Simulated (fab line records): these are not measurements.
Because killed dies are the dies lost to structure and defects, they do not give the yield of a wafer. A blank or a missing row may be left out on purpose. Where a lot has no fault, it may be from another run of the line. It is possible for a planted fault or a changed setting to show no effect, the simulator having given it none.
fab line records	flow nandHarc
record lots=24	wafers=72	lastDay=25
route steps=1159 shown A_STAIRCASE@628 A_WL_FILL@833 A_CONTACT@856
lots that met no fault: taken from a fault-free run of the same line
startH: hours from the record's opening day to when the first of the lot's shown wafers began	waitH: how many hours have passed since the lot's step before this one	" repeats the value in the row above	L1.1+2: one row covering several wafers at once	- no value present, or no start provided	* or withheld: withheld	< > ~ a bound
route shown NAME@n: a module of which the file shows steps, and the number in the route of the first	usual: mean/standard deviation taken from wafers without a fault	same: alike in all rows	chamber/n: place in a boat	sites: each site's reading	_std_site: standard deviation of those values	_edge_site: inner sites' mean taken away from outer sites' mean	radiusMm: how far each site lies from the wafer's centre	mask NAME#n: copy n	behind: the tool/chamber that last shaped the wafer	hold: why the lot was held/for how many hours/how that ended	device: names the non-switching transistor (n, p or np)	end of line: the tests these same wafers got at the end of their route	for a step that has no rows: nothing shown but its recipe	killed: at the first sort, the dies lost to defects and structure; wafer yield is something else	map: the dies of a wafer, with x for killed, . for not killed, _ for no die there
set.NAME: setting as actually run; set.NAME@STEP: the setting as run at that earlier step	model.NAME: the simulator's own value behind a step, which no gauge read
a sample of lots followed through the steps of the route, with each step as a table and each wafer as a row
services: the hour from which a tool's chamber was out of use, counted from the record's first day as startH (under 0 if before that day), plus the number of hours and why
## steps
# step NHARC_A_STAIRCASE_ETCH_234
# recipe targetDepthA=1000	timeS=40.5	ionEnergyEv=400	c4f8FlowSccm=20	o2FlowSccm=10	arFlowSccm=withheld	rfW=600	biasW=1000	chemistry=C4F8/O2
# usual oesProductAu=0.941/0.012	rfVppV=893/5.3
lot.wafer	tool	chamber	startH	waitH	oesProductAu	rfHoursCounterH	rfVppV
L074.3	rieDiel-01	2	-	-	0.933	34	888
L074.1	"	3	"	"	0.918	41	898
L074.6	"	2	"	"	0.931	-	889
L075.3	rieDiel-13	2	-	-	0.949	55	887
L075.2	"	3	"	"	0.935	51	888
L075.6	"	2	"	"	0.943	-	887
L076.4	rieDiel-13	0	-	-	0.927	55	898
L076.1	"	1	"	"	0.940	54	890
L076.5	"	3	"	"	0.946	-	887
L077.1	rieDiel-01	2	-	-	0.950	40	890
L077.6	"	3	"	"	0.932	-	897
L077.5	"	0	"	"	0.938	-	895
L078.1	rieDiel-01	1	-	-	0.957	48	887
L078.4	"	2	"	"	0.939	44	890
L078.6	"	0	"	"	0.957	-	894
L079.1	rieDiel-13	1	-	-	0.942	57	889
L079.4	"	0	"	"	0.917	58	895
L079.6	"	2	"	"	0.957	-	888
L081.1	rieDiel-06	1	-	-	0.959	13	902
L081.4	"	3	"	"	0.939	12	887
L081.3	"	0	"	"	0.940	12	897
L080.4	rieDiel-13	2	-	-	0.947	2	905
L080.2	"	0	"	"	0.951	1	899
L080.6	"	2	"	"	0.951	-	904
L082.2	rieDiel-13	1	-	-	0.933	8	889
L082.4	"	2	"	"	0.930	10	905
L082.1	"	3	"	"	0.910	9	887
L083.1	rieDiel-01	2	-	-	0.932	55	889
L083.3	"	3	"	"	0.922	62	896
L083.6	"	1	"	"	0.930	-	888
L085.4	rieDiel-06	2	-	-	0.936	23	899
L085.3	"	0	"	"	0.920	23	897
L085.5	"	2	"	"	0.933	-	899
L084.3	rieDiel-01	2	-	-	0.933	60	889
L084.6	"	0	"	"	0.930	-	894
L084.5	"	3	"	"	0.919	-	896
L087.2	rieDiel-06	1	-	-	0.949	26	900
L087.1	"	2	"	"	0.932	25	899
L087.6	"	1	"	"	0.944	-	901
L086.4	rieDiel-06	1	-	-	0.951	30	900
L086.1	"	2	"	"	0.926	30	899
L086.6	"	0	"	"	0.930	-	897
L088.3	rieDiel-06	1	-	-	0.950	31	900
L088.1	"	0	"	"	0.926	33	899
L088.5	"	1	"	"	0.942	-	901
L089.1	rieDiel-01	3	-	-	0.950	4	896
L089.2	"	0	"	"	0.950	3	895
L089.5	"	3	"	"	0.948	-	898
L090.1	rieDiel-01	2	-	-	0.951	7	890
L090.4	"	3	"	"	0.940	7	895
L090.2	"	1	"	"	0.958	5	888
L091.1	rieDiel-01	2	-	-	0.960	7	889
L091.3	"	3	"	"	0.975	7	897
L091.4	"	1	"	"	0.943	5	887
L092.1	rieDiel-13	0	-	-	0.948	25	897
L092.6	"	3	"	"	0.932	-	887
L092.5	"	0	"	"	0.948	-	897
L093.2	rieDiel-06	3	-	-	0.932	41	886
L093.3	"	0	"	"	0.936	42	896
L093.1	"	1	"	"	0.940	42	901
L094.3	rieDiel-06	0	-	-	0.946	44	898
L094.6	"	2	"	"	0.936	-	898
L094.4	"	0	"	"	0.941	-	898
L095.1	rieDiel-01	2	-	-	0.947	17	889
L095.2	"	0	"	"	0.962	17	892
L095.6	"	3	"	"	0.950	-	897
L096.4	rieDiel-01	1	-	-	0.941	16	887
L096.2	"	2	"	"	0.959	19	889
L096.5	"	1	"	"	0.951	-	889
L097.3	rieDiel-01	0	-	-	0.943	26	893
L097.1	"	2	"	"	0.947	26	889
L097.6	"	1	"	"	0.943	-	886
# step NHARC_A_STAIRCASE_HM_OPEN_460
# recipe o2FlowSccm=400	cosFlowSccm=20	arFlowSccm=0	rfW=500	biasW=300	chemistry=O2/COS
# usual drypumpMotorCurrentA=6.0/0.38	oesProductAu=0.998/0.0088	rfVppV=466/3.1	showerheadPlenumPTorr=3.08/0.14	throttleValvePct=28.331/0.0092
lot.wafer	tool	chamber	startH	waitH	drypumpMotorCurrentA	oesProductAu	rfHoursCounterH	rfVppV	showerheadPlenumPTorr	throttleValvePct
L074.3	rieDiel-01	3	-	-	6.0	0.984	44	467	3.14	28.325
L074.1	"	1	"	"	5.6	0.997	43	463	2.94	28.325
L074.6	"	3	"	"	6.0	0.985	-	469	3.14	28.335
L075.3	rieDiel-01	1	-	-	5.6	0.985	43	463	2.94	28.319
L075.2	"	2	"	"	5.8	0.987	37	464	2.96	28.309
L075.6	"	1	"	"	5.6	0.997	-	464	2.94	28.347
L076.1	rieDiel-06	2	-	-	6.5	0.999	5	468	3.19	28.334
L076.4	"	0	"	"	5.9	0.987	3	469	3.20	28.326
L076.5	"	1	"	"	6.5	0.996	-	470	3.27	28.332
L077.1	rieDiel-06	2	-	-	6.4	0.991	6	469	3.19	28.340
L077.6	"	3	"	"	6.3	1.007	-	461	2.91	28.333
L077.5	"	0	"	"	5.9	0.990	-	469	3.20	28.324
L079.4	rieDiel-01	0	-	-	5.8	1.004	49	466	3.07	28.328
L079.1	"	1	"	"	5.6	1.002	51	463	2.94	28.328
L079.6	"	2	"	"	5.8	1.002	-	463	2.96	28.324
L078.1	rieDiel-06	3	-	-	6.3	1.016	9	462	2.91	28.327
L078.4	"	2	"	"	6.4	0.989	9	468	3.19	28.322
L078.6	"	0	"	"	5.9	0.997	-	468	3.19	28.349
L081.1	rieDiel-01	2	-	-	5.8	1.004	51	463	2.96	28.344
L081.3	"	3	"	"	6.0	0.981	59	467	3.14	28.331
L081.4	"	0	"	"	5.8	0.989	54	465	3.07	28.326
L080.2	rieDiel-13	2	-	-	6.6	0.986	5	472	3.37	28.331
L080.4	"	0	"	"	5.7	0.993	4	469	3.16	28.324
L080.6	"	3	"	"	5.4	0.985	-	466	2.91	28.337
L082.2	rieDiel-06	3	-	-	6.3	0.997	22	461	2.90	28.333
L082.4	"	1	"	"	6.5	1.000	22	471	3.26	28.315
L082.1	"	2	"	"	6.5	0.996	22	468	3.18	28.324
L083.3	rieDiel-01	0	-	-	5.8	1.006	63	465	3.07	28.353
L083.1	"	3	"	"	6.0	0.987	68	467	3.13	28.328
L083.6	"	2	"	"	5.8	1.001	-	464	2.95	28.326
L085.4	rieDiel-06	3	-	-	6.3	0.998	26	463	2.90	28.346
L085.3	"	1	"	"	6.6	1.005	26	468	3.26	28.338
L085.5	"	3	"	"	6.3	1.005	-	462	2.90	28.327
L084.3	rieDiel-06	2	-	-	6.5	0.987	26	470	3.18	28.325
L084.6	"	2	"	"	6.5	0.990	-	468	3.18	28.324
L084.5	"	3	"	"	6.3	1.006	-	463	2.90	28.317
L087.1	rieDiel-13	3	-	-	5.4	1.002	22	463	2.90	28.327
L087.2	"	0	"	"	5.7	1.009	19	468	3.16	28.333
L087.6	"	1	"	"	5.3	1.005	-	464	2.96	28.320
L086.1	rieDiel-06	3	-	-	6.3	0.997	33	462	2.90	28.325
L086.4	"	1	"	"	6.5	1.008	33	469	3.25	28.342
L086.6	"	3	"	"	6.3	0.997	-	462	2.90	28.352
L088.3	rieDiel-01	0	-	-	5.8	1.014	5	466	3.06	28.346
L088.1	"	2	"	"	5.7	1.006	5	464	2.95	28.337
L088.5	"	2	"	"	5.7	1.007	-	464	2.95	28.331
L089.2	rieDiel-13	1	-	-	5.3	0.994	23	462	2.96	28.319
L089.1	"	2	"	"	6.6	1.000	24	471	3.36	28.324
L089.5	"	3	"	"	5.4	0.997	-	463	2.90	28.327
L090.2	rieDiel-06	3	-	-	6.3	1.006	38	461	2.89	28.318
L090.1	"	1	"	"	6.5	1.003	39	471	3.25	28.337
L090.4	"	2	"	"	6.4	0.982	38	468	3.17	28.327
L091.3	rieDiel-01	1	-	-	5.6	1.016	8	461	2.93	28.326
L091.1	"	2	"	"	5.8	1.001	10	463	2.95	28.338
L091.4	"	3	"	"	6.0	0.991	9	466	3.13	28.337
L092.1	rieDiel-01	0	-	-	5.8	1.013	9	466	3.06	28.327
L092.6	"	2	"	"	5.7	1.014	-	463	2.95	28.334
L092.5	"	3	"	"	6.0	1.000	-	466	3.13	28.329
L093.3	rieDiel-13	2	-	-	6.5	0.990	35	472	3.35	28.327
L093.2	"	0	"	"	5.6	1.002	31	468	3.15	28.330
L093.1	"	1	"	"	5.3	0.994	33	462	2.95	28.321
L094.3	rieDiel-13	1	-	-	5.3	0.998	35	463	2.95	28.338
L094.4	"	2	"	"	6.5	1.002	36	472	3.35	28.324
L094.6	"	3	"	"	5.4	0.989	-	463	2.89	28.321
L095.2	rieDiel-01	3	-	-	6.0	0.995	20	467	3.12	28.331
L095.1	"	1	"	"	5.6	0.996	16	463	2.93	28.342
L095.6	"	2	"	"	5.8	1.012	-	463	2.94	28.330
L096.2	rieDiel-06	2	-	-	6.4	0.982	52	468	3.16	28.340
L096.5	"	2	"	"	6.4	0.999	-	467	3.16	28.335
L096.4	"	1	"	"	6.6	1.006	-	472	3.24	28.339
L097.1	rieDiel-06	2	-	-	6.4	0.991	58	467	3.16	28.332
L097.3	"	1	"	"	6.6	1.008	57	470	3.24	28.340
L097.6	"	2	"	"	6.5	0.982	-	468	3.16	28.316
# step NHARC_A_STAIRCASE_CMP_472
# recipe material=SiO2
# usual motorCurrentA=12.9/1.4
lot.wafer	tool	chamber	startH	waitH	motorCurrentA
L075.3	cmp-02	0	303.55	0.3	12.9
L075.2	"	2	"	"	13.4
L075.6	"	3	"	"	9.7
L074.3	cmp-02	2	303.96	0.3	13.2
L074.1	"	3	"	"	9.8
L074.6	"	1	"	"	13.0
L077.1	cmp-03	0	315.18	0.3	13.2
L077.6	"	0	"	"	13.2
L077.5	"	1	"	"	12.1
L076.4	cmp-04	2	315.76	0.1	14.3
L076.1	"	1	"	"	15.3
L076.5	"	2	"	"	14.3
L079.1	cmp-03	2	330.17	0.2	14.3
L079.4	"	1	"	"	12.1
L079.6	"	2	"	"	14.6
L078.1	cmp-04	0	330.31	0.3	12.1
L078.4	"	1	"	"	15.8
L078.6	"	3	"	"	13.2
L081.4	cmp-02	3	354.29	0.2	9.8
L081.3	"	0	"	"	13.2
L081.1	"	2	"	"	14.2
L080.4	cmp-02	2	354.80	0.2	13.5
L080.2	"	3	"	"	10.0
L080.6	"	1	"	"	13.0
L082.4	cmp-03	1	370.55	0.2	12.7
L082.1	"	2	"	"	13.9
L082.2	"	3	"	"	13.2
L084.3	cmp-04	2	371.03	0.3	13.6
L084.6	"	3	"	"	12.5
L084.5	"	0	"	"	12.8
L083.3	cmp-03	3	371.86	0.2	12.7
L083.1	"	0	"	"	13.5
L083.6	"	0	"	"	13.6
L085.4	cmp-04	0	372.69	0.1	13.0
L085.3	"	1	"	"	15.4
L085.5	"	1	"	"	14.4
L087.2	cmp-04	1	384.82	0.2	15.0
L087.1	"	2	"	"	13.5
L087.6	"	3	"	"	12.9
L089.2	cmp-03	3	393.72	0.3	12.2
L089.1	"	0	"	"	13.4
L089.5	"	2	"	"	14.2
L088.1	cmp-03	2	394.10	0.3	14.1
L088.3	"	3	"	"	12.7
L088.5	"	0	"	"	13.7
L086.1	cmp-02	0	394.33	0.2	13.5
L086.4	"	2	"	"	13.7
L086.6	"	0	"	"	13.0
L092.1	cmp-02	2	406.09	0.2	13.8
L092.6	"	2	"	"	13.9
L092.5	"	3	"	"	9.5
L090.2	cmp-04	3	406.28	0.3	14.0
L090.1	"	0	"	"	13.5
L090.4	"	1	"	"	15.0
L091.3	cmp-02	1	406.36	0.2	12.2
L091.4	"	2	"	"	13.7
L091.1	"	0	"	"	12.7
L093.3	cmp-03	2	423.51	0.2	13.8
L093.2	"	3	"	"	12.9
L093.1	"	0	"	"	13.5
L094.4	cmp-02	3	423.69	0.1	9.3
L094.3	"	2	"	"	14.3
L094.6	"	3	"	"	9.3
L096.4	cmp-04	2	432.65	0.1	14.2
L096.2	"	0	"	"	13.5
L096.5	"	2	"	"	13.5
L095.2	cmp-02	2	432.79	0.2	13.7
L095.1	"	0	"	"	13.1
L095.6	"	2	"	"	13.7
L097.1	cmp-02	3	450.40	0.2	9.2
L097.3	"	0	"	"	13.2
L097.6	"	3	"	"	9.4
# step NHARC_A_STAIRCASE_INSPECT_155
# usual rawDefectCount=336/130
lot.wafer	tool	chamber	startH	waitH	rawDefectCount
L075.2	defectInspect-01	-	303.87	0.1	274
L075.3	"	-	"	"	237
L075.6	"	-	"	"	239
L074.1	defectInspect-01	-	304.28	0.1	307
L074.3	"	-	"	"	226
L074.6	"	-	"	"	198
L077.1	defectInspect-01	-	315.53	0.1	250
L077.5	"	-	"	"	312
L077.6	"	-	"	"	339
L076.1	defectInspect-01	-	316.10	0.1	401
L076.4	"	-	"	"	433
L076.5	"	-	"	"	463
L079.1	defectInspect-02	-	330.51	0.1	432
L079.4	"	-	"	"	383
L079.6	"	-	"	"	545
L078.1	defectInspect-02	-	330.61	0.1	1089
L078.4	"	-	"	"	472
L078.6	"	-	"	"	774
L081.1	defectInspect-01	-	354.63	0.1	272
L081.3	"	-	"	"	389
L081.4	"	-	"	"	190
L080.2	defectInspect-01	-	355.10	0.1	259
L080.4	"	-	"	"	435
L080.6	"	-	"	"	374
L082.1	defectInspect-01	-	370.91	0.1	303
L082.2	"	-	"	"	398
L082.4	"	-	"	"	347
L084.3	defectInspect-01	-	371.34	0.1	301
L084.5	"	-	"	"	379
L084.6	"	-	"	"	338
L083.1	defectInspect-02	-	372.20	0.1	520
L083.3	"	-	"	"	372
L083.6	"	-	"	"	530
L085.3	defectInspect-01	-	373.07	0.1	250
L085.4	"	-	"	"	263
L085.5	"	-	"	"	342
L087.1	defectInspect-01	-	385.11	0.1	225
L087.2	"	-	"	"	252
L087.6	"	-	"	"	227
L089.1	defectInspect-01	-	394.04	0.1	255
L089.2	"	-	"	"	230
L089.5	"	-	"	"	641
L088.1	defectInspect-02	-	394.40	0.1	418
L088.3	"	-	"	"	421
L088.5	"	-	"	"	433
L086.1	defectInspect-01	-	394.69	0.1	358
L086.4	"	-	"	"	293
L086.6	"	-	"	"	359
L092.1	defectInspect-01	-	406.44	0.1	184
L092.5	"	-	"	"	147
L092.6	"	-	"	"	313
L090.1	defectInspect-01	-	406.61	0.1	405
L090.2	"	-	"	"	378
L090.4	"	-	"	"	360
L091.1	defectInspect-01	-	406.71	0.1	304
L091.3	"	-	"	"	266
L091.4	"	-	"	"	178
L093.1	defectInspect-01	-	423.83	0.1	221
L093.2	"	-	"	"	242
L093.3	"	-	"	"	255
L094.3	defectInspect-02	-	424.03	0.1	228
L094.4	"	-	"	"	228
L094.6	"	-	"	"	250
L096.2	defectInspect-01	-	432.97	0.1	229
L096.4	"	-	"	"	234
L096.5	"	-	"	"	295
L095.1	defectInspect-01	-	433.13	0.1	301
L095.2	"	-	"	"	260
L095.6	"	-	"	"	293
L097.1	defectInspect-01	-	450.75	0.1	264
L097.3	"	-	"	"	242
L097.6	"	-	"	"	274
# step NHARC_A_WL_FILL_CVD_20
# recipe targetThkA=750	tempC=300	pressureTorr=40	wf6FlowSccm=40	h2FlowSccm=1600	arFlowSccm=1560	timeS=5064	material=W
# usual heaterPowerW=514/93	susceptorTempC=299.97/0.19	throttleValvePct=7.66/0.2
lot.wafer	tool	chamber	startH	waitH	heaterPowerW	sinceWetCleanH	susceptorTempC	throttleValvePct
L075.2	cvdW-01	1	-	-	648	50	300.13	7.53
L075.3	"	0	"	"	387	-	300.35	7.69
L075.6	"	0	"	"	407	-	300.08	7.31
L074.1	cvdW-02	0	-	-	548	142	300.16	7.76
L074.3	"	1	"	"	474	-	299.93	8.04
L074.6	"	1	"	"	477	-	299.63	8.18
L077.1	cvdW-01	0	-	-	393	58	300.07	7.52
L077.5	"	0	"	"	392	-	300.12	7.48
L077.6	"	1	"	"	632	-	300.17	7.32
L076.1	cvdW-02	1	-	-	484	149	299.97	7.86
L076.4	"	0	"	"	542	-	299.86	7.84
L076.5	"	1	"	"	493	-	299.89	7.48
L079.1	cvdW-01	1	-	-	627	75	-	7.52
L079.4	"	0	"	"	406	-	-	7.51
L079.6	"	0	"	"	385	-	-	7.50
L078.1	cvdW-02	0	-	-	555	166	300.15	7.88
L078.4	"	1	"	"	482	-	300.14	8.09
L078.6	"	1	"	"	490	-	299.71	7.70
L081.1	cvdW-01	0	-	-	389	99	299.90	7.59
L081.4	"	0	"	"	396	-	299.99	7.35
L081.3	"	1	"	"	638	-	300.02	7.35
L080.2	cvdW-02	1	-	-	463	8	300.00	7.76
L080.4	"	0	"	"	514	-	299.99	7.89
L080.6	"	0	"	"	531	-	300.07	7.73
L085.3	cvdW-02	0	-	-	525	-	300.00	7.44
L085.4	"	1	"	"	475	-	299.93	7.88
L085.5	"	0	"	"	534	-	299.83	7.83
L082.1	cvdW-02	0	-	-	520	29	299.53	7.60
L082.2	"	1	"	"	482	30	300.07	8.11
L082.4	"	1	"	"	475	-	299.86	7.93
L084.3	cvdW-01	0	-	-	387	-	-	7.35
L084.6	"	0	"	"	392	-	-	7.52
L084.5	"	1	"	"	634	-	-	7.23
L083.1	cvdW-01	0	-	-	401	124	299.98	7.42
L083.3	"	1	"	"	649	-	299.55	7.63
L083.6	"	0	"	"	395	-	300.05	7.70
L087.1	cvdW-02	1	-	-	468	40	299.88	7.77
L087.2	"	0	"	"	503	41	300.22	7.69
L087.6	"	0	"	"	535	-	299.90	7.53
L086.1	cvdW-02	1	-	-	473	46	300.07	7.93
L086.4	"	0	"	"	541	-	299.82	7.64
L086.6	"	0	"	"	523	-	299.59	7.78
L089.1	cvdW-01	0	-	-	391	137	300.33	7.71
L089.2	"	1	"	"	655	138	300.17	7.65
L089.5	"	0	"	"	387	-	299.87	7.64
L088.1	cvdW-02	0	-	-	521	51	300.03	7.67
L088.3	"	1	"	"	475	-	299.81	7.79
L088.5	"	1	"	"	469	-	300.31	8.04
L090.2	cvdW-01	1	-	-	647	148	299.83	7.33
L090.1	"	0	"	"	397	149	299.78	7.69
L090.4	"	1	"	"	652	-	300.08	7.55
L092.1	cvdW-02	0	-	-	525	61	299.90	7.76
L092.6	"	1	"	"	469	-	299.66	7.63
L092.5	"	0	"	"	535	-	299.67	7.99
L091.1	cvdW-01	0	-	-	393	152	300.40	7.62
L091.4	"	0	"	"	389	-	300.31	7.55
L091.3	"	1	"	"	645	-	299.91	7.52
L093.1	cvdW-01	1	-	-	632	163	299.86	7.44
L093.2	"	1	"	"	632	-	299.83	7.72
L093.3	"	1	"	"	641	-	299.95	7.66
L094.3	cvdW-02	1	-	-	477	-	299.72	7.74
L094.4	"	0	"	"	528	-	300.11	7.57
L094.6	"	1	"	"	474	-	300.19	7.90
L096.2	cvdW-02	1	-	-	467	93	-	7.91
L096.4	"	0	"	"	526	-	-	7.65
L096.5	"	1	"	"	462	-	-	7.78
L095.1	cvdW-01	0	-	-	380	1	299.88	7.65
L095.2	"	1	"	"	630	1	300.29	7.38
L095.6	"	0	"	"	375	-	299.75	7.60
L097.1	cvdW-01	0	-	-	368	12	300.02	7.78
L097.3	"	0	"	"	369	-	300.06	7.61
L097.6	"	1	"	"	658	-	299.70	7.52
# step NHARC_A_CONTACT_INSPECT_44
# usual rawDefectCount=29/14
lot.wafer	tool	chamber	startH	waitH	rawDefectCount
L075.2	defectInspect-01	-	365.56	0.0	31
L075.3	"	-	"	"	33
L075.6	"	-	"	"	29
L074.1	defectInspect-02	-	366.64	0.0	22
L074.3	"	-	"	"	20
L074.6	"	-	"	"	26
L077.1	defectInspect-01	-	371.60	0.0	12
L077.5	"	-	"	"	13
L077.6	"	-	"	"	12
L076.1	defectInspect-01	-	371.94	0.0	31
L076.4	"	-	"	"	45
L076.5	"	-	"	"	35
L079.1	defectInspect-02	-	388.29	0.0	25
L079.4	"	-	"	"	21
L079.6	"	-	"	"	26
L078.1	defectInspect-01	-	388.58	0.0	16
L078.4	"	-	"	"	16
L078.6	"	-	"	"	19
L081.1	defectInspect-01	-	412.89	0.0	36
L081.3	"	-	"	"	36
L081.4	"	-	"	"	34
L080.2	defectInspect-01	-	414.36	0.0	13
L080.4	"	-	"	"	17
L080.6	"	-	"	"	13
L085.3	defectInspect-02	-	427.51	0.0	28
L085.4	"	-	"	"	19
L085.5	"	-	"	"	19
L084.3	defectInspect-01	-	433.44	0.0	37
L084.5	"	-	"	"	27
L084.6	"	-	"	"	25
L082.1	defectInspect-01	-	434.31	0.0	49
L082.2	"	-	"	"	43
L082.4	"	-	"	"	45
L083.1	defectInspect-02	-	439.36	0.0	10
L083.3	"	-	"	"	8
L083.6	"	-	"	"	13
L087.1	defectInspect-01	-	446.62	0.0	36
L087.2	"	-	"	"	45
L087.6	"	-	"	"	34
L086.1	defectInspect-02	-	451.94	0.0	22
L086.4	"	-	"	"	14
L086.6	"	-	"	"	14
L089.1	defectInspect-02	-	452.38	0.0	27
L089.2	"	-	"	"	35
L089.5	"	-	"	"	34
L088.1	defectInspect-01	-	455.01	0.0	53
L088.3	"	-	"	"	38
L088.5	"	-	"	"	43
L090.1	defectInspect-01	-	462.27	0.0	24
L090.2	"	-	"	"	24
L090.4	"	-	"	"	38
L092.1	defectInspect-01	-	465.03	0.0	8
L092.5	"	-	"	"	10
L092.6	"	-	"	"	18
L091.1	defectInspect-01	-	466.40	0.0	42
L091.3	"	-	"	"	32
L091.4	"	-	"	"	30
L094.3	defectInspect-02	-	477.74	0.0	30
L094.4	"	-	"	"	35
L094.6	"	-	"	"	37
L093.1	defectInspect-01	-	483.15	0.0	53
L093.2	"	-	"	"	55
L093.3	"	-	"	"	57
L096.2	defectInspect-02	-	496.95	0.0	14
L096.4	"	-	"	"	14
L096.5	"	-	"	"	12
L095.1	defectInspect-01	-	499.09	0.0	61
L095.2	"	-	"	"	59
L095.6	"	-	"	"	44
L097.1	defectInspect-02	-	509.85	0.1	12
L097.3	"	-	"	"	20
L097.6	"	-	"	"	17
## services
tool	chamber	startH	hours	kind
cmp-02	-	230.86	4.0	pm
rieDiel-06	-	241.27	9.0	pm
rieDiel-01	1	255.60	2.0	repair
rieDiel-01	0	260.84	5.2	repair
rieDiel-13	-	276.08	9.0	pm
cvdW-02	-	286.39	0.4	repair
cmp-02	-	289.70	4.6	repair
cvdW-01	-	292.49	13.0	pm
rieDiel-06	-	296.99	3.5	repair
rieDiel-01	1	308.71	14.6	repair
rieDiel-13	2	309.80	3.9	repair
rieDiel-01	-	315.40	9.0	pm
cmp-02	-	328.86	4.0	pm
rieDiel-01	1	333.90	6.0	repair
rieDiel-06	3	359.28	27.0	repair
cvdW-02	-	383.59	13.0	pm
cvdW-02	-	411.72	1.0	repair
rieDiel-06	-	418.27	9.0	pm
cmp-02	-	426.86	4.0	pm
rieDiel-13	2	445.58	10.8	repair
rieDiel-13	-	453.25	9.0	pm
cvdW-01	0	466.33	2.9	repair
cvdW-01	-	476.86	13.0	pm
rieDiel-01	-	493.07	9.0	pm
## key
fault none
